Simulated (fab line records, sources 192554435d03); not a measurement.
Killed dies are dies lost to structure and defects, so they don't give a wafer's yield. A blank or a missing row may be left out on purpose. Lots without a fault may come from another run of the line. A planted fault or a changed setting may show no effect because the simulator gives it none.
fab line records | flow n5_finfet
record lots=9 wafers=27 last_day=17
route steps=1938 shown BEOL_M4@1111 BEOL_M8@1335 PASSIVATION@1936
lots that met no fault: from a run of the same line without faults
start_h: hours from the record's first day to the start of the lot's first wafer shown | wait_h: hours since the lot's step before | " the same as in the row above | L1.1+2: a row that stands for several wafers | - no value, or no start given | * or withheld: withheld | < > ~ a bound
route shown NAME@n: a module of which the file shows steps, and the number in the route of the first | usual: mean/standard deviation of fault-free wafers | same: alike in all rows | chamber/n: place in a boat | sites: the reading at each site | _std_site: their standard deviation | _edge_site: outer sites' mean less inner sites' | radius_mm: how far each site lies from the wafer's centre | mask NAME#n: copy n | behind: the tool/chamber that last shaped the wafer | hold: why the lot was held/for how many hours/how that ended | device: the transistor (n, p or np) that didn't switch | end of line: the same wafers' tests at the end of the route | a step without rows: its recipe alone | killed: dies lost to structure and defects at the first sort, not the wafer's yield | map: a wafer's dies, x killed, . not, _ none there
set.NAME: the setting as run; set.NAME@STEP: as run at that earlier step | model.NAME: the simulator's own value behind a step, which no gauge read
steps of the route over a sample of lots; a table a step, a row a wafer
services: from which hour (start_h, from the record's first day; less than 0 if before it) a tool's chamber was out of use, for how many hours, and why
## steps
# step N5_BEOL_M4_RC_MEAS_101
# usual DIBL_N=36.4/1.5 DIBL_P=36.6/1.9 IOFF_N=0.155/0.021 IOFF_P=0.211/0.028 ION_N=671/8.6 ION_P=462/5.8 SS_N=71.5/0.5 SS_P=73.4/0.58 VT_N=250.1/2.4 VT_P=-250.1/3
# columns lot.wafer tool chamber start_h wait_h DIBL_N[mV/V] DIBL_P[mV/V] IOFF_N[nA/um] IOFF_P[nA/um] ION_N[uA/um] ION_P[uA/um] SS_N[mV/dec] SS_P[mV/dec] VT_N[mV] VT_P[mV]
L631.1 prober-01 0 178.75 0.0 36.4 37.3 0.155 0.241 671 472 71.1 73.9 248.2 -247.0
L631.2 " 0 " " 36.8 37.6 0.159 0.256 664 466 70.7 73.5 248.4 -247.3
L631.4 " 0 " " 36.8 38.0 0.158 0.251 675 469 71.4 74.1 250.2 -246.1
L634.1 prober-01 0 190.62 0.0 34.9 34.8 0.137 0.224 657 464 70.6 72.8 254.1 -246.3
L634.2 " 0 " " 34.0 33.9 0.129 0.204 661 463 70.9 72.6 256.0 -251.0
L634.3 " 0 " " 33.9 33.5 0.126 0.202 660 466 71.0 72.7 249.6 -251.1
L638.1 prober-02 0 224.30 0.0 37.3 36.8 0.157 0.208 676 460 71.5 73.1 250.6 -246.9
L638.3 " 0 " " 36.9 34.5 0.142 0.175 670 454 71.5 72.3 249.8 -251.8
L638.5 " 0 " " 38.4 37.2 0.170 0.222 679 466 71.0 73.1 250.6 -248.8
L641.2 prober-01 0 236.81 0.2 34.5 32.8 0.128 0.193 666 461 70.5 73.8 250.2 -249.4
L641.5 " 0 " " 38.3 37.4 0.196 0.279 681 475 71.3 73.9 242.4 -240.7
L641.6 " 0 " " 37.3 35.7 0.183 0.255 686 479 72.2 73.6 245.2 -242.6
L645.1 prober-01 0 273.76 0.0 37.7 37.4 0.158 0.238 669 463 72.0 73.7 249.9 -249.9
L645.3 " 0 " " 37.2 37.2 0.149 0.240 665 462 71.5 73.4 249.9 -250.2
L645.5 " 0 " " 38.2 38.3 0.169 0.260 671 471 71.9 73.4 249.4 -246.3
L647.1 prober-02 0 277.96 0.0 36.0 38.0 0.171 0.222 670 463 71.5 73.3 250.0 -248.7
L647.2 " 0 " " 34.9 37.0 0.152 0.204 670 466 71.0 72.7 250.4 -249.4
L647.3 " 0 " " 35.9 38.0 0.169 0.232 677 467 71.0 73.0 249.7 -247.9
L648.1 prober-01 0 280.43 0.0 36.9 37.3 0.160 0.221 665 459 71.8 73.4 252.5 -247.9
L648.2 " 0 " " 37.9 38.5 0.186 0.218 686 461 71.9 73.7 247.3 -250.5
L648.4 " 0 " " 37.3 37.8 0.171 0.209 677 460 71.3 73.5 247.6 -250.5
L649.2 prober-01 0 284.11 0.2 36.3 36.7 0.151 0.195 665 456 71.5 73.4 249.9 -251.6
L649.4 " 0 " " 37.1 38.9 0.177 0.230 673 466 71.9 74.6 247.2 -249.3
L649.6 " 0 " " 36.7 37.9 0.158 0.207 665 453 72.0 74.0 250.0 -247.9
L652.3 prober-02 0 308.56 0.3 37.5 37.3 0.160 0.168 675 452 72.1 73.6 248.8 -257.4
L652.4 " 0 " " 36.8 37.3 0.155 0.173 675 458 70.9 73.6 248.2 -256.5
L652.5 " 0 " " 38.2 38.1 0.175 0.183 691 461 71.8 73.1 247.3 -256.1
# step N5_BEOL_M8_PECVD_70
# recipe material=SiO2 target_thk_a=200 temp_c=400 precursor=TEOS/O2 pressure_torr=5.5 rf_w=450 teos_flow_sccm=53.8 gas=O2 flow_sccm=3000 time_s=22.7
# usual heater_power_w=785/140 showerhead_plenum_p_Torr=8.79/0.043 throttle_valve_pct=22.1/1.4
# columns lot.wafer tool chamber start_h wait_h heater_power_w showerhead_plenum_p_Torr throttle_valve_pct
L631.1 pecvd-04 1 209.73 0.0 960 8.81 23.2
L631.2 " 2 " " 582 8.77 21.0
L631.4 " 1 " " 977 8.81 23.4
L634.1 pecvd-02 0 220.60 0.0 675 8.73 23.4
L634.2 " 1 " " 773 8.79 24.0
L634.3 " 0 " " 663 8.77 23.7
L638.1 pecvd-03 0 257.52 0.0 813 8.75 19.7
L638.3 " 2 " " 793 8.83 22.5
L638.5 " 2 " " 807 8.85 22.6
L641.2 pecvd-02 2 268.12 0.0 926 8.73 20.2
L641.5 " 1 " " 773 8.81 24.0
L641.6 " 2 " " 928 8.72 20.2
L645.1 pecvd-02 2 307.50 0.0 884 8.72 20.2
L645.3 " 1 " " 828 8.80 24.0
L645.5 " 2 " " 870 8.73 20.3
L647.1 pecvd-02 2 312.33 0.0 810 8.72 20.4
L647.2 " 1 " " 805 8.80 23.7
L647.3 " 0 " " 635 8.73 23.9
L648.1 pecvd-03 2 312.92 0.0 762 8.84 22.6
L648.2 " 1 " " 933 8.79 22.8
L648.4 " 2 " " 750 8.85 22.9
L649.2 pecvd-04 2 314.01 0.0 531 8.76 21.6
L649.4 " 2 " " 535 8.79 21.3
L649.6 " 0 " " 701 8.86 21.4
L652.3 pecvd-04 0 335.80 0.0 682 8.86 21.4
L652.4 " 2 " " 510 8.75 21.3
L652.5 " 0 " " 699 8.84 21.4
# step N5_BEOL_M8_ETCH_62
# recipe chemistry=N2/H2 target=SOC target_depth_a=1100 overetch_a=220 mask_material=SiARC temp_c=40 time_s=165 ion_energy_ev=200 pressure_mtorr=30 source_w=840 bias_w=150 n2_flow_sccm=200 h2_flow_sccm=200
# usual drypump_motor_current_A=5.7/0.54 n2_flow_sccm=200.0/0.66 oes_product_au=0.68/0.072 rf_vpp_V=524.2/2.5 showerhead_plenum_p_Torr=2.55/0.081 throttle_valve_pct=17.83/0.16
# columns lot.wafer tool chamber start_h wait_h drypump_motor_current_A n2_flow_sccm oes_product_au rf_hours_counter_h rf_vpp_V showerhead_plenum_p_Torr throttle_valve_pct
L631.1 rie_diel-06 1 210.58 0.0 5.3 199.2 0.58 241 523.7 2.50 17.93
L631.2 " 2 " " 5.4 198.3 0.78 16 522.6 2.50 17.61
L631.4 " 3 " " 6.8 200.5 0.63 182 526.3 2.64 17.83
L634.1 rie_diel-06 0 223.24 0.0 5.5 201.1 0.63 156 527.2 2.65 17.98
L634.2 " 2 " " 5.4 199.9 0.77 21 523.5 2.49 17.61
L634.3 " 1 " " 5.3 199.3 0.58 246 522.8 2.50 17.93
L638.1 rie_diel-04 3 258.70 0.0 5.6 199.7 0.61 219 520.4 2.41 17.68
L638.3 " 1 " " 5.6 199.7 0.58 240 521.7 2.51 18.01
L638.5 " 0 " " 5.6 199.7 0.78 - 522.8 2.50 17.89
L641.2 rie_diel-01 1 270.72 0.0 4.9 200.8 0.72 55 520.9 2.48 17.58
L641.5 " 0 " " 5.4 200.2 0.74 - 523.5 2.60 18.04
L641.6 " 1 " " 4.9 200.3 0.72 - 522.9 2.48 17.57
L645.1 rie_diel-06 0 308.68 0.0 5.5 200.0 0.61 193 526.6 2.63 18.03
L645.3 " 3 " " 6.8 198.9 0.60 221 527.4 2.62 17.92
L645.5 " 2 " " 5.4 200.7 0.72 - 522.0 2.48 17.67
L647.1 rie_diel-06 2 313.89 0.0 5.4 200.7 0.72 56 521.0 2.48 17.67
L647.2 " 3 " " 6.8 199.1 0.60 224 526.2 2.62 17.91
L647.3 " 0 " " 5.5 201.0 0.60 196 526.1 2.63 18.04
L648.1 rie_diel-01 3 314.93 0.0 5.8 199.4 0.71 80 524.2 2.58 17.76
L648.2 " 0 " " 5.4 200.0 0.72 58 526.3 2.59 18.08
L648.4 " 1 " " 4.8 199.9 0.71 72 521.7 2.47 17.61
L649.2 rie_diel-01 1 315.66 0.0 4.9 199.7 0.71 72 521.0 2.47 17.58
L649.4 " 2 " " 5.5 200.4 0.59 226 523.6 2.51 17.79
L649.6 " 1 " " 4.9 199.5 0.71 - 521.4 2.47 17.59
L652.3 rie_diel-04 0 337.42 0.0 5.6 199.1 0.73 42 522.7 2.49 17.94
L652.4 " 0 " " 5.6 200.0 0.73 - 522.0 2.49 17.92
L652.5 " 2 " " 6.5 199.8 0.71 - 527.8 2.69 17.90
# step N5_BEOL_M8_EXPOSE_25
# recipe mask_id=V7 na=0.33 source_shape=annular sigma_inner=0.4 sigma_outer=0.8 polarization=unpolarized target_cd_nm=40 dose_mj=42.5
# same sigma_outer=0.8
# columns lot.wafer tool chamber start_h wait_h mask
L631.1+2+4 euv_scanner-02 0 212.03 - V7#0
L634.1+2+3 euv_scanner-02 0 224.89 - V7#0
L638.1+3+5 euv_scanner-02 0 259.38 - V7#0
L641.2+5+6 euv_scanner-02 0 271.86 - V7#0
L645.1+3+5 euv_scanner-01 0 310.09 - V7#0
L647.1+2+3 euv_scanner-02 0 314.82 - V7#0
L648.1+2+4 euv_scanner-02 0 315.59 - V7#0
L649.2+4+6 euv_scanner-02 0 319.40 - V7#0
L652.3+4+5 euv_scanner-01 0 340.61 - V7#0
# step N5_BEOL_M8_CD_MEAS_28
# recipe target_cd_nm=40 landing_energy_ev=500 detector=se_inlens
# usual cd_nm=39.95/0.22
# columns lot.wafer tool chamber start_h wait_h cd_nm
L631.1 cd_sem-01 0 212.16 - 39.96
L631.2 " 0 " " 39.93
L631.4 " 0 " " 40.20
L634.1 cd_sem-03 0 225.02 - 40.04
L634.2 " 0 " " 39.87
L634.3 " 0 " " 40.10
L638.1 cd_sem-03 0 259.51 - 39.94
L638.3 " 0 " " 39.36
L638.5 " 0 " " 39.64
L641.2 cd_sem-01 0 271.99 - 40.00
L641.5 " 0 " " 40.16
L641.6 " 0 " " 40.28
L645.1 cd_sem-03 0 310.22 - 40.03
L645.3 " 0 " " 40.05
L645.5 " 0 " " 40.08
L647.1 cd_sem-01 0 314.95 - 39.86
L647.2 " 0 " " 39.88
L647.3 " 0 " " 32.58
L648.1 cd_sem-03 0 315.72 - 39.98
L648.2 " 0 " " 39.99
L648.4 " 0 " " 32.96
L649.2 cd_sem-02 0 319.52 - 39.70
L649.4 " 0 " " 34.22
L649.6 " 0 " " 33.21
L652.3 cd_sem-01 0 340.73 - 39.93
L652.4 " 0 " " 40.29
L652.5 " 0 " " 39.76
# step N5_BEOL_M8_ETCH_65
# recipe chemistry=CF4 target=SiARC target_depth_a=156 mask_material=CAR-EUV time_s=26 ion_energy_ev=80 pressure_mtorr=40 source_w=545 bias_w=36 Ar_flow_sccm=100 cf4_flow_sccm=100 ends=cleared
# usual drypump_motor_current_A=5.6/0.5 etch_rf_on_time_s=25.9/0.35 oes_product_au=0.70/0.073 rf_vpp_V=184.0/1.1 showerhead_plenum_p_Torr=2.14/0.06 throttle_valve_pct=15.57/0.17
# columns lot.wafer tool chamber start_h wait_h drypump_motor_current_A etch_rf_on_time_s oes_product_au rf_hours_counter_h rf_vpp_V showerhead_plenum_p_Torr throttle_valve_pct
L631.1 rie_diel-06 0 212.38 0.0 5.5 26.0 0.65 152 185.7 2.22 15.75
L631.2 " 2 " " 5.4 26.0 0.78 17 184.7 2.10 15.41
L631.4 " 1 " " 5.3 26.2 0.58 242 183.1 2.11 15.72
L634.1 rie_diel-01 2 225.68 0.0 5.5 26.0 0.61 194 183.7 2.13 15.56
L634.2 " 3 " " 5.8 26.1 0.75 48 185.4 2.17 15.45
L634.3 " 1 " " 4.8 25.8 0.75 40 182.1 2.10 15.30
L638.1 rie_diel-06 2 259.69 0.0 5.4 26.0 0.76 34 183.7 2.10 15.45
L638.3 " 3 " " 6.8 26.4 0.61 200 185.1 2.20 15.74
L638.5 " 3 " " 6.8 26.5 0.61 - 185.8 2.20 15.74
L641.2 rie_diel-01 1 272.16 0.0 4.9 25.9 0.73 56 184.7 2.09 15.33
L641.5 " 3 " " 5.8 25.8 0.73 - 183.9 2.16 15.50
L641.6 " 0 " " 5.3 25.5 0.75 - 184.4 2.18 15.74
L645.1 rie_diel-04 1 310.63 0.0 5.6 25.9 0.81 5 182.1 2.10 15.21
L645.3 " 0 " " 5.6 25.5 0.75 33 183.3 2.10 15.65
L645.5 " 1 " " 5.6 26.0 0.83 - 184.4 2.10 15.20
L647.1 rie_diel-01 2 315.15 0.0 5.5 26.1 0.59 226 183.6 2.12 15.62
L647.2 " 1 " " 4.9 26.1 0.71 72 181.9 2.08 15.37
L647.3 " 0 " " 5.3 25.7 0.74 58 185.3 2.18 15.77
L648.1 rie_diel-04 2 315.90 0.0 6.5 26.1 0.73 61 183.9 2.26 15.56
L648.2 " 3 " " 5.6 25.8 0.60 244 182.8 2.03 15.57
L648.4 " 0 " " 5.6 25.6 0.75 35 181.3 2.10 15.68
L649.2 rie_diel-04 1 319.69 0.0 5.6 25.8 0.80 8 183.4 2.10 15.21
L649.4 " 2 " " 6.5 25.8 0.74 62 184.6 2.26 15.57
L649.6 " 0 " " 5.6 25.4 0.75 - 183.8 2.10 15.64
L652.3 rie_diel-04 2 340.90 0.0 6.5 26.4 0.71 69 185.1 2.26 15.58
L652.4 " 0 " " 5.6 25.6 0.74 - 183.2 2.10 15.66
L652.5 " 2 " " 6.5 26.1 0.72 - 184.0 2.26 15.59
# step N5_PASSIVATION_PROBE_49
# usual defect_limited_yield=91.5/1.4 killed_at_M0_to_M3=33/10 killed_at_M4_up=13/5 killed_at_contacts=13/5.6 killed_at_front_end=38/12 killed_at_other=3.9/2.7 killed_dies=100/16 killed_on_rim=13/4 killed_open=66/13 killed_short=32/7.2 sort_bin_5_function=5.0/0.97 sort_bin_6_memory=3.2/0.61 sort_n_pass=1080/16 sort_yield_pct=91.5/1.4
# same gross_dies=1180 killed_at_back_side=0 sort_bin_4_leakage[%]=0 sort_bin_8_speed[%]=0
# columns lot.wafer tool chamber start_h wait_h defect_limited_yield[%] killed_at_M0_to_M3 killed_at_M4_up killed_at_contacts killed_at_front_end killed_at_other killed_dies killed_on_rim killed_open killed_short sort_bin_5_function[%] sort_bin_6_memory[%] sort_n_pass sort_yield_pct[%]
L647.1 prober-01 - 382.80 0.0 89.5 33 19 23 42 7 124 16 78 41 6.0 4.0 1056 89.5
L647.2 prober-01 - 382.85 0.1 89.2 27 11 14 69 6 127 19 87 31 6.7 3.2 1053 89.2
L647.3 prober-01 - 382.90 0.1 0 30 1083 14 47 6 1180 152 82 29 5.5 3.6 0 0
L649.2 prober-01 - 387.32 0.1 92.5 32 11 7 35 4 89 12 58 31 4.2 3.0 1091 92.5
L649.4 prober-01 - 387.42 0.2 0 45 1096 15 24 0 1180 152 78 35 47.9 4.2 0 0
L649.6 prober-01 - 387.52 0.3 0 30 1117 4 29 0 1180 152 53 29 4.5 3.1 0 0
L648.1 prober-02 - 392.38 0.0 91.0 27 13 10 52 4 106 9 72 33 5.6 3.2 1074 91.0
L648.2 prober-02 - 392.43 0.1 93.8 20 9 8 31 5 73 11 46 25 3.5 2.6 1107 93.8
L648.4 prober-02 - 392.53 0.2 0 41 1082 25 29 3 1180 152 78 37 5.6 3.9 0 0
# killed by level:class
L647.1 MOL_CONTACT_COAG:geometric_particle:open=17 STI_FIN_REVEAL:geometric_particle:open=14 GATE_CUT:geometric_particle:short=9 MOL_CONTACT_COAG:geometric_particle:short=6 BEOL_M0_SAQP:geometric_particle:short=6 BEOL_M1:geometric_particle:open=6 BEOL_M4:geometric_particle:open=6 BEOL_M0_SAQP:geometric_particle:open=4
L647.2 STI_FIN_REVEAL:geometric_particle:open=24 FIN_SAQP:geometric_particle:open=12 MOL_CONTACT_COAG:geometric_particle:open=10 BEOL_M1:geometric_particle:open=7 HKMG_FIN:area_etch=7 DUMMY_GATE:geometric_particle:open=5 GATE_CUT:geometric_particle:open=5 BEOL_M0_SAQP:geometric_particle:short=5
L647.3 BEOL_M8:area_expose=1069 STI_FIN_REVEAL:geometric_particle:open=24 MOL_CONTACT_COAG:geometric_particle:open=12 BEOL_M4:geometric_particle:open=9 BEOL_M0_SAQP:geometric_particle:open=6 BEOL_M1:geometric_particle:open=6 BEOL_M0_SAQP:geometric_particle:short=5 GATE_CUT:geometric_particle:short=4
L649.2 FIN_SAQP:geometric_particle:open=8 BEOL_M4:geometric_particle:open=8 BEOL_M1:geometric_particle:open=8 GATE_CUT:geometric_particle:short=7 MOL_CONTACT_COAG:geometric_particle:open=6 BEOL_M0_SAQP:geometric_particle:short=6 BEOL_M2:geometric_particle:open=6 FIN_SAQP:geometric_particle:short=5
L649.4 BEOL_M8:area_expose=1065 BEOL_M4:geometric_particle:open=25 BEOL_M0_SAQP:geometric_particle:open=14 MOL_CONTACT_COAG:geometric_particle:open=9 BEOL_M0_SAQP:geometric_particle:short=8 MOL_CONTACT_COAG:geometric_particle:short=6 BEOL_M2:geometric_particle:open=6 FIN_SAQP:geometric_particle:short=4
L649.6 BEOL_M8:area_expose=1095 BEOL_M4:geometric_particle:open=10 FIN_SAQP:geometric_particle:short=8 BEOL_M3:geometric_particle:open=6 FIN_SAQP:geometric_particle:open=5 BEOL_M1:geometric_particle:open=5 BEOL_M2:geometric_particle:open=5 MOL_CONTACT_COAG:geometric_particle:open=4
L648.1 STI_FIN_REVEAL:geometric_particle:open=19 FIN_SAQP:geometric_particle:short=8 FIN_SAQP:geometric_particle:open=7 MOL_CONTACT_COAG:geometric_particle:open=7 BEOL_M1:geometric_particle:open=7 STI_FIN_REVEAL:geometric_particle:short=6 BEOL_M0_SAQP:geometric_particle:short=6 BEOL_M5:geometric_particle:open=5
L648.2 FIN_SAQP:geometric_particle:short=10 FIN_SAQP:geometric_particle:open=9 MOL_CONTACT_COAG:geometric_particle:open=7 BEOL_M3:geometric_particle:open=5 STARTING-WAFER:geometric_particle:short=4 BEOL_M1:geometric_particle:open=3 BEOL_M2:geometric_particle:short=3 BEOL_M2:geometric_particle:open=3
L648.4 BEOL_M8:area_expose=1063 MOL_CONTACT_COAG:geometric_particle:open=14 MOL_CONTACT_COAG:geometric_particle:short=11 BEOL_M2:geometric_particle:open=11 BEOL_M1:geometric_particle:open=9 DUMMY_GATE:geometric_particle:open=8 BEOL_M0:geometric_particle:open=7 BEOL_M4:geometric_particle:open=7
## services
# columns tool chamber start_h hours kind
euv_scanner-01 - 187.82 0.5 repair
pecvd-04 2 196.29 4.3 repair
euv_scanner-02 0 202.00 - calibration
rie_diel-04 0 204.28 - clean
euv_scanner-02 - 212.96 1.0 pm
rie_diel-04 1 217.32 5.2 repair
euv_scanner-01 - 219.89 1.0 pm
rie_diel-06 1 242.35 55.8 repair
euv_scanner-01 - 260.61 12.0 pm
pecvd-02 0 261.04 21.4 repair
rie_diel-04 0 265.68 8.2 repair
rie_diel-06 2 272.24 7.4 repair
euv_scanner-02 - 272.61 1.0 pm
euv_scanner-01 - 276.04 1.0 pm
euv_scanner-02 - 278.69 4.6 pm
pecvd-03 - 286.97 14.6 pm
euv_scanner-01 - 287.04 4.6 pm
rie_diel-04 2 302.97 9.8 repair
euv_scanner-01 - 313.58 17.3 pm
pecvd-02 - 323.95 1.9 repair
euv_scanner-01 - 330.88 5.8 pm
pecvd-04 - 335.87 1.0 repair
euv_scanner-02 - 336.66 1.0 pm
euv_scanner-01 - 337.67 1.0 pm
## key
first_sign step=N5_BEOL_M8_CD_MEAS_28 reading=cd_nm direction=down sigmas=31 usual=39.95 struck=33.24
effect step=N5_PASSIVATION_PROBE_49 reading=killed_at_M4_up direction=up sigmas=99+ usual=13 struck=1094
more_kills_born_at N5_BEOL_M8_EXPOSE_25@euv_scanner-02=4292
met_at N5_BEOL_M8_EXPOSE_25
struck_lots L647,L648,L649
struck_wafers L647.3,L648.4,L649.4,L649.6
later_rows_left_out L647.3,L648.4,L649.4,L649.6
not_acting_at N5_BEOL_M8_PECVD_70,N5_BEOL_M8_ETCH_62,N5_BEOL_M8_ETCH_65
onset_between 271.86 314.82
fault kind=process_parameter_drift tool=euv_scanner-02 chamber=- onset_h=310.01 steps=N5_BEOL_M8_EXPOSE_25 channel=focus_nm offset=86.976 shape=step end_h=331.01 scope=struck_wafers_only
# later_rows_left_out: the simulator's readings of these wafers behind a module that went badly wrong aren't trusted and aren't shown, but for the sort
